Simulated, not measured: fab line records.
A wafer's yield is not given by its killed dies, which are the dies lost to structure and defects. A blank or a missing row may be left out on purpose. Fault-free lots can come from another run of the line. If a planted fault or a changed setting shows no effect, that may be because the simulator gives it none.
fab line records	flow n5_finfet
record lots=7	wafers=39
route steps=1938 shown BEOL_M3@993 BEOL_M4@1108 BEOL_M7@1263 BEOL_M11@1573 BEOL_M13@1696
start_h: hours from the record's first day to the start of the lot's first wafer shown	wait_h: hours from the lot's prior step to this one	" repeats the value in the row above	L1.1+2: a single row standing in for several wafers	- value missing, or start not given	* or withheld: withheld	< > ~ a bound
route shown NAME@n: NAME is a module with steps in the file, n the number in the route of the first one	usual: average and standard deviation across the fault-free wafers	same: alike in all rows	chamber/n: place in a boat	sites: per-site readings	_std_site: standard deviation of those values	_edge_site: outer sites' mean less inner sites'	radius_mm: how far each site lies from the wafer's centre	mask NAME#n: copy n	behind: tool/chamber where the wafer was last shaped	hold: what put the lot on hold/how long, in hours/how the hold closed	device: which transistor (n, p or np) failed to switch	end of line: the route-end tests of the same wafers	step lacking rows: just its recipe	killed: dies that structure and defects cost at the first sort, which is not the same as the wafer's yield	map: shows each die of a wafer: x if killed, . if not, _ if none is there
set.NAME: setting as actually run; set.NAME@STEP: the setting as run at that earlier step	model.NAME: the simulator's own value behind a step, which no gauge read
lots whose settings were changed on purpose; a table a step, a row a wafer
## steps
# step N5_BEOL_M3_CVD_47
# recipe material=Co	target_thk_a=30	temp_c=withheld	precursor=CCTBA/H2	pressure_torr=30	time_s=223.8
lot.wafer	tool	chamber	start_h	wait_h	set.target_thk_a	model.Co_of_BEOL_M3_CVD_47.thk_nm
L076.1+5	cvd_co-02	0,1	152.53	0.1	39.45	4
L076.2+3+4	"	1,2,2	"	"	30	3
L076.6	"	0	"	"	39.45	3.8
L080.1+4+6	cvd_co-02	0,2,0	194.95	0.0	30	3
L080.2+5	"	2,1	"	"	15.09	1.6
L080.3	"	1	"	"	15.09	1.4
L081.1+2+3+4+5+6	cvd_co-01	0,2,1,0,1,2	212.02	0.0	30	3
L085.1	cvd_co-02	2	226.92	0.1	30	2.8
L085.2+3+4+5+6	"	1,0,1,2,0	"	"	30	3
L086.1+5	cvd_co-02	2	235.20	0.3	39.41	3.8
L086.2	"	0	"	"	39.41	4
L086.3	"	1	"	"	30	2.8
L086.4+6	"	0,1	"	"	30	3
L094.1+2+5	cvd_co-01	2,1,0	277.70	0.1	30	3
L096.1+6	cvd_co-01	2	308.17	0.1	30	3
L096.2	"	1	"	"	30	3.2
L096.3+5	"	0	"	"	15.01	1.4
L096.4	"	1	"	"	15.01	1.6
# step N5_BEOL_M4_DEP_57
# recipe material=SiCN	target_thk_a=80	temp_c=withheld	precursor=3MS/NH3	pressure_torr=3	rf_w=202	time_s=14
lot.wafer	tool	chamber	start_h	wait_h	set.target_thk_a	model.SiCN_of_BEOL_M4_DEP_57.thk_nm
L076.1+2+3	pecvd-01	0,1,2	164.30	0.0	80	8
L076.4	"	0	"	"	67.16	6.8
L076.5+6	"	1,2	"	"	67.16	7
L080.1	pecvd-04	2	216.01	0.0	80	7.6
L080.2+4	"	0,2	"	"	80	7.8
L080.3	"	1	"	"	118.9	11.6
L080.5+6	"	0,1	"	"	118.9	11.8
L081.1+3+4	pecvd-02	1,0,2	232.72	0.0	115.5	11.4
L081.2	"	2	"	"	80	8
L081.5	"	0	"	"	80	7.8
L081.6	"	1	"	"	80	8.2
L085.1+6	pecvd-02	1,0	253.45	0.0	80	8
L085.2+3	"	2,0	"	"	103.4	10.2
L085.4	"	1	"	"	80	8.2
L085.5	"	2	"	"	103.4	10.4
L086.1+4+5	pecvd-01	1,2,0	261.10	0.0	80	8
L086.2	"	2	"	"	100.5	10.2
L086.3+6	"	0,1	"	"	100.5	10
L094.1+2+5	pecvd-01	2,0,0	303.62	0.0	80	8
L096.1	pecvd-04	1	328.91	0.0	39.44	3.6
L096.2	"	2	"	"	80	7.6
L096.3+5	"	2,1	"	"	80	7.8
L096.4+6	"	1,2	"	"	39.44	3.8
# step N5_BEOL_M7_ILD_DEP_00
# recipe material=SiCOH_lowk	target_thk_a=1797.5	temp_c=300	precursor=DEMS/porogen	pressure_torr=5	rf_w=500	time_s=33.4
lot.wafer	tool	chamber	start_h	wait_h	set.target_thk_a	model.SiCOH_lowk_of_BEOL_M7_ILD_DEP_00.thk_nm
L076.1	pecvd-03	0	188.62	0.0	1797.5	177.8
L076.2+3	"	2,1	"	"	1797.5	179.2
L076.4	"	2	"	"	1797.5	183
L076.5	"	1	"	"	1797.5	181
L076.6	"	0	"	"	1797.5	181.8
L080.1	pecvd-01	2	235.94	0.0	1797.5	180.6
L080.2	"	1	"	"	2128	211.6
L080.3	"	0	"	"	1797.5	179
L080.4	"	1	"	"	2128	215
L080.5	"	0	"	"	1797.5	181
L080.6	"	2	"	"	2128	216.4
L081.1	pecvd-01	0	257.19	0.0	1797.5	177.4
L081.2	"	2	"	"	1797.5	177.2
L081.3	"	1	"	"	1797.5	180.2
L081.4	"	2	"	"	1797.5	182.6
L081.5	"	1	"	"	1797.5	180
L081.6	"	0	"	"	1797.5	178
L085.1	pecvd-03	1	278.46	0.0	1082	107.6
L085.2	"	0	"	"	1082	108.4
L085.3	"	2	"	"	1797.5	179.6
L085.4	"	0	"	"	1082	110.8
L085.5	"	1	"	"	1797.5	183.6
L085.6	"	2	"	"	1797.5	181.6
L086.1	pecvd-03	0	284.19	0.0	2250	222.8
L086.2	"	1	"	"	1797.5	178.8
L086.3	"	2	"	"	2250	223.4
L086.4	"	2	"	"	2250	226.8
L086.5	"	1	"	"	1797.5	182.2
L086.6	"	0	"	"	1797.5	180
L094.1+2	pecvd-03	2,1	325.25	0.0	1797.5	179.8
L094.5	"	0	"	"	1797.5	183.6
L096.1	pecvd-03	0	353.03	0.0	1031	105.8
L096.2+4	"	1	"	"	1797.5	182
L096.3	"	2	"	"	1031	105.2
L096.5	"	2	"	"	1797.5	183.8
L096.6	"	0	"	"	1031	105.4
# step N5_BEOL_M7_CURE_74
# recipe temp_c=385	time_s=240	ambient=He/Ar	material=SiCOH_lowk
lot.wafer	tool	chamber	start_h	wait_h	set.target_thk_a@BEOL_M7_ILD_DEP_00	model.SiCOH_lowk_of_BEOL_M7_ILD_DEP_00.thk_nm
L076.1	uv_cure-01	2	188.69	0.0	1797.5	153.4
L076.2	"	2	"	"	1797.5	154.4
L076.3	"	2	"	"	1797.5	154.6
L076.4	"	2	"	"	1797.5	158
L076.5	"	2	"	"	1797.5	156.2
L076.6	"	2	"	"	1797.5	156.8
L080.1	uv_cure-01	1	236.01	0.0	1797.5	155.8
L080.2	"	1	"	"	2128	182.8
L080.3	"	1	"	"	1797.5	154.4
L080.4	"	1	"	"	2128	185.8
L080.5	"	1	"	"	1797.5	156.2
L080.6	"	1	"	"	2128	187
L081.1+2	uv_cure-03	0	257.26	0.0	1797.5	152.8
L081.3	"	0	"	"	1797.5	155.4
L081.4	"	0	"	"	1797.5	157.6
L081.5	"	0	"	"	1797.5	155.2
L081.6	"	0	"	"	1797.5	153.6
L085.1	uv_cure-03	2	278.52	0.0	1082	92.4
L085.2	"	2	"	"	1082	93
L085.3	"	2	"	"	1797.5	154.8
L085.4	"	2	"	"	1082	95.2
L085.5	"	2	"	"	1797.5	158.4
L085.6	"	2	"	"	1797.5	156.6
L086.1	uv_cure-03	0	284.26	0.0	2250	192.6
L086.2	"	0	"	"	1797.5	154.2
L086.3	"	0	"	"	2250	193.2
L086.4	"	0	"	"	2250	196
L086.5	"	0	"	"	1797.5	157.2
L086.6	"	0	"	"	1797.5	155.2
L094.1+2	uv_cure-02	1	325.80	0.5	1797.5	155
L094.5	"	1	"	"	1797.5	158.4
L096.1	uv_cure-01	0	353.50	0.5	1031	90.8
L096.2+4	"	0	"	"	1797.5	157
L096.3	"	0	"	"	1031	90.4
L096.5	"	0	"	"	1797.5	158.4
L096.6	"	0	"	"	1031	90.6
# step N5_BEOL_M7_THK_MEAS_01
# recipe reads=SiCOH_lowk_of_BEOL_M7_ILD_DEP_00
# usual M7_ILD_THK=155.5/1.9
lot.wafer	tool	chamber	start_h	wait_h	set.target_thk_a@BEOL_M7_ILD_DEP_00	M7_ILD_THK[nm]
L076.1	film_metro-01	-	189.20	0.4	1797.5	153.3
L076.2	"	-	"	"	1797.5	154.6
L076.3	"	-	"	"	1797.5	154.5
L076.4	"	-	"	"	1797.5	158.0
L076.5	"	-	"	"	1797.5	156.2
L076.6	"	-	"	"	1797.5	156.7
L080.1	film_metro-01	-	236.52	0.4	1797.5	155.8
L080.2	"	-	"	"	2128	183.0
L080.3	"	-	"	"	1797.5	154.5
L080.4	"	-	"	"	2128	185.6
L080.5	"	-	"	"	1797.5	156.2
L080.6	"	-	"	"	2128	187.1
L081.1	film_metro-01	-	257.77	0.4	1797.5	152.9
L081.2	"	-	"	"	1797.5	153.0
L081.3	"	-	"	"	1797.5	155.4
L081.4	"	-	"	"	1797.5	157.5
L081.5	"	-	"	"	1797.5	155.3
L081.6	"	-	"	"	1797.5	153.5
L085.1	film_metro-02	-	279.03	0.4	1082	92.4
L085.2	"	-	"	"	1082	93.0
L085.3	"	-	"	"	1797.5	154.9
L085.4	"	-	"	"	1082	95.2
L085.5	"	-	"	"	1797.5	158.3
L085.6	"	-	"	"	1797.5	156.6
L086.1	film_metro-02	-	284.78	0.4	2250	192.7
L086.2	"	-	"	"	1797.5	154.2
L086.3	"	-	"	"	2250	193.2
L086.4	"	-	"	"	2250	196.0
L086.5	"	-	"	"	1797.5	157.4
L086.6	"	-	"	"	1797.5	155.1
L094.1	film_metro-02	-	326.31	0.4	1797.5	155.1
L094.2	"	-	"	"	1797.5	155.1
L094.5	"	-	"	"	1797.5	158.3
L096.1	film_metro-02	-	354.02	0.4	1031	90.8
L096.2	"	-	"	"	1797.5	156.8
L096.3	"	-	"	"	1031	90.4
L096.4	"	-	"	"	1797.5	157.0
L096.5	"	-	"	"	1797.5	158.5
L096.6	"	-	"	"	1031	90.6
# step N5_BEOL_M11_ETCH_66
# recipe chemistry=N2/H2	target=SOC	target_depth_a=1200	overetch_a=240	mask_material=SiARC	temp_c=40	time_s=180	ion_energy_ev=200	pressure_mtorr=30	source_w=840	bias_w=150	n2_flow_sccm=200	h2_flow_sccm=200
lot.wafer	tool	chamber	start_h	wait_h	set.time_s	model.etch.depth_nm	model.SiARC_of_BEOL_M11_COAT_64.thk_nm
L076.1	rie_diel-05	0	228.84	0.0	180	99.91	23
L076.2	"	3	"	"	79.2	62.02	27
L076.3	"	2	"	"	79.2	64.82	26.8
L076.4	"	1	"	"	180	99.71	22.8
L076.5	"	2	"	"	180	99.8	22.8
L076.6	"	3	"	"	79.2	61.59	27
L080.1	rie_diel-05	1	279.61	0.0	180	100.2	22.6
L080.2	"	0	"	"	180	100.4	23
L080.3+4+5+6	"	2,3,2,1	"	"	180	100.2	22.8
L081.1+2	rie_diel-03	1,3	296.67	0.0	180	100.3	22.6
L081.3	"	0	"	"	180	100.2	22.6
L081.4	"	2	"	"	180	100.3	22.8
L081.5	"	0	"	"	180	99.93	22.6
L081.6	"	3	"	"	180	99.99	22.8
L085.1	rie_diel-06	3	315.95	0.0	106.1	87.14	25.8
L085.2+6	"	1	"	"	180	100.1	23
L085.3	"	2	"	"	106.1	86.2	25.8
L085.4	"	0	"	"	180	100.3	23
L085.5	"	2	"	"	106.1	86.79	25.8
L086.1	rie_diel-06	1	321.29	0.0	180	99.58	22.8
L086.2	"	0	"	"	87.74	68.44	26.6
L086.3	"	3	"	"	87.74	71.54	26.4
L086.4	"	2	"	"	180	99.48	22.6
L086.5	"	1	"	"	87.74	69.55	26.6
L086.6	"	2	"	"	180	99.72	22.8
L094.1	rie_diel-03	1	369.16	0.0	180	100	22.8
L094.2	"	0	"	"	180	99.7	22.6
L094.5	"	0	"	"	180	99.8	22.6
L096.1	rie_diel-06	3	395.25	0.0	180	100.3	22.4
L096.2	"	2	"	"	180	100	22.6
L096.3	"	1	"	"	180	99.96	22.8
L096.4	"	2	"	"	180	100.2	22.6
L096.5	"	1	"	"	180	99.98	22.8
L096.6	"	3	"	"	180	100	22.4
# step N5_BEOL_M13_TRENCH_ETCH_34
# recipe chemistry=C4F8/O2/Ar	target=SiOC	target_depth_a=4134.7	mask_material=SOC	pressure_mtorr=30	source_w=3000	bias_w=700	Ar_flow_sccm=400	C4F8_flow_sccm=15	O2_flow_sccm=8	he_inner_torr=15	he_outer_torr=30	time_s=162.6	ion_energy_ev=250
lot.wafer	tool	chamber	start_h	wait_h	set.target_depth_a	model.etch.depth_nm
L076.1	rie_diel-05	3	242.59	0.0	4134.7	409.1
L076.2	"	2	"	"	4134.7	417.4
L076.3	"	1	"	"	5529	552
L076.4	"	0	"	"	5529	543.6
L076.5	"	2	"	"	4134.7	414.9
L076.6	"	3	"	"	5529	543
L080.1	rie_diel-06	3	289.22	0.0	4134.7	429.9
L080.2	"	1	"	"	4134.7	419.9
L080.3	"	0	"	"	4134.7	417.2
L080.4	"	2	"	"	2341	237.5
L080.5	"	3	"	"	2341	242.8
L080.6	"	2	"	"	2341	240.8
L081.1	rie_diel-05	2	308.03	0.0	2412	241.4
L081.2	"	0	"	"	2412	231.6
L081.3	"	3	"	"	2412	238.8
L081.4	"	1	"	"	4134.7	415.3
L081.5	"	2	"	"	4134.7	413.3
L081.6	"	1	"	"	4134.7	413.6
L085.1	rie_diel-06	0	327.00	0.0	1869	183.6
L085.2	"	1	"	"	1869	188
L085.3	"	2	"	"	4134.7	414.4
L085.4	"	3	"	"	4134.7	420.2
L085.5	"	2	"	"	1869	188.5
L085.6	"	3	"	"	4134.7	418.5
L086.1	rie_diel-03	2	331.69	0.0	4134.7	405.7
L086.2+5	"	0,1	"	"	4134.7	412.7
L086.3	"	3	"	"	4134.7	407.7
L086.4	"	1	"	"	4134.7	412.6
L086.6	"	0	"	"	4134.7	410.9
L094.1	rie_diel-06	1	380.77	0.0	4134.7	414.4
L094.2	"	3	"	"	4134.7	423.5
L094.5	"	2	"	"	4134.7	418.3
L096.1	rie_diel-03	3	408.67	0.0	4134.7	410.9
L096.2	"	1	"	"	6569	657.8
L096.3	"	0	"	"	4134.7	414.5
L096.4	"	3	"	"	6569	650.9
L096.5	"	1	"	"	4134.7	413.7
L096.6	"	0	"	"	6569	660.9
# step N5_BEOL_M13_STRIP_70
# recipe chemistry=C4F8/O2/Ar	resist=SiARC	rf_frequency_hz=6e+07
# step N5_BEOL_M13_OCD_MEAS_35
# usual trench_depth_nm=414/6.4
lot.wafer	tool	chamber	start_h	wait_h	set.target_depth_a@BEOL_M13_TRENCH_ETCH_34	trench_depth_nm
L076.1	ocd-02	-	242.76	0.0	4134.7	409
L076.2	"	-	"	"	4134.7	418
L076.3	"	-	"	"	5529	552
L076.4	"	-	"	"	5529	543
L076.5	"	-	"	"	4134.7	415
L076.6	"	-	"	"	5529	543
L080.1	ocd-02	-	289.40	0.0	4134.7	430
L080.2	"	-	"	"	4134.7	420
L080.3	"	-	"	"	4134.7	417
L080.4	"	-	"	"	2341	237
L080.5	"	-	"	"	2341	243
L080.6	"	-	"	"	2341	241
L081.1	ocd-01	-	308.21	0.0	2412	241
L081.2	"	-	"	"	2412	232
L081.3	"	-	"	"	2412	239
L081.4	"	-	"	"	4134.7	415
L081.5	"	-	"	"	4134.7	413
L081.6	"	-	"	"	4134.7	413
L085.1	ocd-01	-	327.17	0.0	1869	184
L085.2	"	-	"	"	1869	188
L085.3	"	-	"	"	4134.7	415
L085.4	"	-	"	"	4134.7	420
L085.5	"	-	"	"	1869	188
L085.6	"	-	"	"	4134.7	419
L086.1	ocd-01	-	331.86	0.0	4134.7	405
L086.2	"	-	"	"	4134.7	413
L086.3	"	-	"	"	4134.7	408
L086.4	"	-	"	"	4134.7	413
L086.5	"	-	"	"	4134.7	413
L086.6	"	-	"	"	4134.7	411
L094.1	ocd-01	-	380.95	0.0	4134.7	414
L094.2	"	-	"	"	4134.7	423
L094.5	"	-	"	"	4134.7	418
L096.1	ocd-02	-	408.85	0.0	4134.7	411
L096.2	"	-	"	"	6569	658
L096.3	"	-	"	"	4134.7	415
L096.4	"	-	"	"	6569	651
L096.5	"	-	"	"	4134.7	414
L096.6	"	-	"	"	6569	661
# step N5_BEOL_M13_STRIP_37
# recipe chemistry=N2/H2	power_w=1000	temp_c=250	h2_frac=0.65	overash_fraction=0.3	pressure_mtorr=withheld	n2_flow_sccm=1750	h2_flow_sccm=3250
# step N5_BEOL_M13_ETCH_38
# recipe chemistry=CF4/N2	target=SiCN	target_depth_a=675	taper_deg=2	time_s=71.9	ion_energy_ev=150	mask_material=SiO2	pressure_mtorr=40	source_w=430	bias_w=70	Ar_flow_sccm=100	cf4_flow_sccm=60	n2_flow_sccm=60
# step N5_BEOL_M13_ECD_47
# recipe material=Cu	target_thk_a=9360
# step N5_BEOL_M13_ANNEAL_48
# recipe temp_c=225	time_s=90	ambient=N2
# step N5_BEOL_M13_CMP_49
# recipe stop_on=SiOC	t_overpolish_s=17.1	down_force_psi=1	platen_rpm=50	clearing_platen_down_force_psi=1.5	clearing_platen_rpm=50	post_cmp_clean=cu_alkaline	target_thk_nm=420	clearing_platen_pad_velocity_m_s=0.99484	pad_velocity_m_s=0.99484
lot.wafer	tool	chamber	start_h	wait_h	set.target_depth_a@BEOL_M13_TRENCH_ETCH_34	model.Cu_of_BEOL_M13_ECD_47.thk_nm
L076.4	cmp-03	3	249.47	0.1	5529	551
L076.1	"	0	"	"	4134.7	417.2
L076.3	"	1	"	"	5529	559.4
L076.2	"	2	"	"	4134.7	425
L076.5	"	3	"	"	4134.7	421.8
L076.6	"	0	"	"	5529	550.4
L080.2	cmp-01	2	294.00	0.2	4134.7	426.2
L080.3	"	3	"	"	4134.7	424.4
L080.4	"	0	"	"	2341	244.6
L080.1	"	1	"	"	4134.7	438.4
L080.5	"	2	"	"	2341	249
L080.6	"	3	"	"	2341	246.8
L081.4	cmp-03	3	311.75	0.1	4134.7	421.8
L081.1	"	0	"	"	2412	249
L081.3	"	1	"	"	2412	244.6
L081.2	"	2	"	"	2412	238
L081.6	"	3	"	"	4134.7	420.4
L081.5	"	0	"	"	4134.7	421.4
L085.2	cmp-03	1	329.46	0.2	1869	194.6
L085.4	"	2	"	"	4134.7	426.4
L085.1	"	3	"	"	1869	191.8
L085.3	"	0	"	"	4134.7	421.6
L085.6	"	1	"	"	4134.7	424.8
L085.5	"	2	"	"	1869	195.6
L086.3	cmp-03	2	334.49	0.2	4134.7	414.6
L086.2	"	3	"	"	4134.7	419.2
L086.1	"	0	"	"	4134.7	411.4
L086.4	"	1	"	"	4134.7	418.6
L086.5	"	2	"	"	4134.7	419.6
L086.6	"	3	"	"	4134.7	416.2
L094.1	cmp-03	0	384.17	0.4	4134.7	420.4
L094.2	"	1	"	"	4134.7	429.2
L094.5	"	0	"	"	4134.7	423.8
L096.4	cmp-04	0	411.32	0.1	6569	656.8
L096.2	"	1	"	"	6569	664.2
L096.1	"	2	"	"	4134.7	417
L096.3	"	3	"	"	4134.7	420.6
L096.6	"	0	"	"	6569	667
L096.5	"	1	"	"	4134.7	418.4
# step N5_BEOL_M13_THK_MEAS_50
# recipe thk_meas_gauge=xrf	reads=Cu_of_BEOL_M13_ECD_47
# usual M13_THK=429/7.8
lot.wafer	tool	chamber	start_h	wait_h	set.target_depth_a@BEOL_M13_TRENCH_ETCH_34	M13_THK[nm]
L076.1	film_metro-02	-	249.77	-	4134.7	426
L076.2	"	-	"	"	4134.7	434
L076.3	"	-	"	"	5529	576
L076.4	"	-	"	"	5529	565
L076.5	"	-	"	"	4134.7	433
L076.6	"	-	"	"	5529	569
L080.1	film_metro-01	-	294.29	-	4134.7	446
L080.2	"	-	"	"	4134.7	434
L080.3	"	-	"	"	4134.7	431
L080.4	"	-	"	"	2341	247
L080.5	"	-	"	"	2341	252
L080.6	"	-	"	"	2341	251
L081.1	film_metro-01	-	312.04	-	2412	253
L081.2	"	-	"	"	2412	241
L081.3	"	-	"	"	2412	249
L081.4	"	-	"	"	4134.7	430
L081.5	"	-	"	"	4134.7	430
L081.6	"	-	"	"	4134.7	430
L085.1	film_metro-01	-	329.75	-	1869	194
L085.2	"	-	"	"	1869	197
L085.3	"	-	"	"	4134.7	429
L085.4	"	-	"	"	4134.7	431
L085.5	"	-	"	"	1869	198
L085.6	"	-	"	"	4134.7	431
L086.1	film_metro-02	-	334.78	-	4134.7	417
L086.2	"	-	"	"	4134.7	427
L086.3	"	-	"	"	4134.7	420
L086.4	"	-	"	"	4134.7	425
L086.5	"	-	"	"	4134.7	426
L086.6	"	-	"	"	4134.7	421
L094.1	film_metro-02	-	384.42	-	4134.7	427
L094.2	"	-	"	"	4134.7	435
L094.5	"	-	"	"	4134.7	431
L096.1	film_metro-02	-	411.62	-	4134.7	426
L096.2	"	-	"	"	6569	679
L096.3	"	-	"	"	4134.7	427
L096.4	"	-	"	"	6569	668
L096.5	"	-	"	"	4134.7	423
L096.6	"	-	"	"	6569	685
# step N5_BEOL_M13_PRE_CLEAN_52
# recipe gas=NH3	time_s=15	temp_c=withheld	rf_power_w=300
# step N5_BEOL_M13_DEP_53
# recipe material=SiCN	target_thk_a=500	temp_c=withheld	precursor=3MS/NH3	pressure_torr=3	rf_w=675	time_s=17.8
# step N5_BEOL_M13_RS_MEAS_54
# recipe thk_meas_gauge=four-point-probe	reads=Cu_of_BEOL_M13_ECD_47+Ta_of_BEOL_M13_SPUTTER_44+TaN_of_BEOL_M13_SPUTTER_43
# usual M13_RS=0.0449/0.0007
lot.wafer	tool	chamber	start_h	wait_h	set.target_depth_a@BEOL_M13_TRENCH_ETCH_34	M13_RS[ohm/sq]
L076.1	film_metro-01	-	249.90	0.0	4134.7	0.0453
L076.2	"	-	"	"	4134.7	0.0444
L076.3	"	-	"	"	5529	0.0335
L076.4	"	-	"	"	5529	0.0341
L076.5	"	-	"	"	4134.7	0.0448
L076.6	"	-	"	"	5529	0.0340
L080.1	film_metro-01	-	294.42	0.0	4134.7	0.0430
L080.2	"	-	"	"	4134.7	0.0443
L080.3	"	-	"	"	4134.7	0.0444
L080.4	"	-	"	"	2341	0.0792
L080.5	"	-	"	"	2341	0.0776
L080.6	"	-	"	"	2341	0.0785
L081.1	film_metro-01	-	312.17	0.0	2412	0.0777
L081.2	"	-	"	"	2412	0.0815
L081.3	"	-	"	"	2412	0.0789
L081.4	"	-	"	"	4134.7	0.0448
L081.5	"	-	"	"	4134.7	0.0448
L081.6	"	-	"	"	4134.7	0.0450
L085.1	film_metro-01	-	329.88	0.0	1869	0.1025
L085.2	"	-	"	"	1869	0.1010
L085.3	"	-	"	"	4134.7	0.0448
L085.4	"	-	"	"	4134.7	0.0443
L085.5	"	-	"	"	1869	0.1004
L085.6	"	-	"	"	4134.7	0.0444
L086.1	film_metro-02	-	334.91	0.0	4134.7	0.0459
L086.2	"	-	"	"	4134.7	0.0450
L086.3	"	-	"	"	4134.7	0.0455
L086.4	"	-	"	"	4134.7	0.0450
L086.5	"	-	"	"	4134.7	0.0450
L086.6	"	-	"	"	4134.7	0.0453
L094.1	film_metro-02	-	384.55	0.0	4134.7	0.0449
L094.2	"	-	"	"	4134.7	0.0439
L094.5	"	-	"	"	4134.7	0.0446
L096.1	film_metro-01	-	411.75	0.0	4134.7	0.0453
L096.2	"	-	"	"	6569	0.0280
L096.3	"	-	"	"	4134.7	0.0449
L096.4	"	-	"	"	6569	0.0284
L096.5	"	-	"	"	4134.7	0.0451
L096.6	"	-	"	"	6569	0.0280
## key
split step=N5_BEOL_M3_CVD_47	setting=target_thk_a	stated=30	by=wafer
response step=N5_BEOL_M3_CVD_47	reading=model.Co_of_BEOL_M3_CVD_47.thk_nm	change=+0.0305	per=1%	r=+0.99
split step=N5_BEOL_M4_DEP_57	setting=target_thk_a	stated=80	by=wafer
response step=N5_BEOL_M4_DEP_57	reading=model.SiCN_of_BEOL_M4_DEP_57.thk_nm	change=+0.0787	per=1%	r=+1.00
split step=N5_BEOL_M7_ILD_DEP_00	setting=target_thk_a	stated=1797.5	by=wafer
response step=N5_BEOL_M7_ILD_DEP_00	reading=model.SiCOH_lowk_of_BEOL_M7_ILD_DEP_00.thk_nm	change=+1.81	per=1%	r=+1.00
response step=N5_BEOL_M7_CURE_74	reading=model.SiCOH_lowk_of_BEOL_M7_ILD_DEP_00.thk_nm	change=+1.57	per=1%	r=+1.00
response step=N5_BEOL_M7_THK_MEAS_01	reading=M7_ILD_THK	change=+1.57	per=1%	r=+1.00
split step=N5_BEOL_M11_ETCH_66	setting=time_s	stated=180	by=wafer
response step=N5_BEOL_M11_ETCH_66	reading=model.etch.depth_nm	change=+0.557	per=1%	r=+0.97
response step=N5_BEOL_M11_ETCH_66	reading=model.SiARC_of_BEOL_M11_COAT_64.thk_nm	change=-0.0722	per=1%	r=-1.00
split step=N5_BEOL_M13_TRENCH_ETCH_34	setting=target_depth_a	stated=4134.7	by=wafer
response step=N5_BEOL_M13_TRENCH_ETCH_34	reading=model.etch.depth_nm	change=+4.16	per=1%	r=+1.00
response step=N5_BEOL_M13_OCD_MEAS_35	reading=trench_depth_nm	change=+4.16	per=1%	r=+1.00
response step=N5_BEOL_M13_CMP_49	reading=model.Cu_of_BEOL_M13_ECD_47.thk_nm	change=+4.17	per=1%	r=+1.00
response step=N5_BEOL_M13_THK_MEAS_50	reading=M13_THK	change=+4.28	per=1%	r=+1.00
response step=N5_BEOL_M13_RS_MEAS_54	reading=M13_RS	change=-0.000661	per=1%	r=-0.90
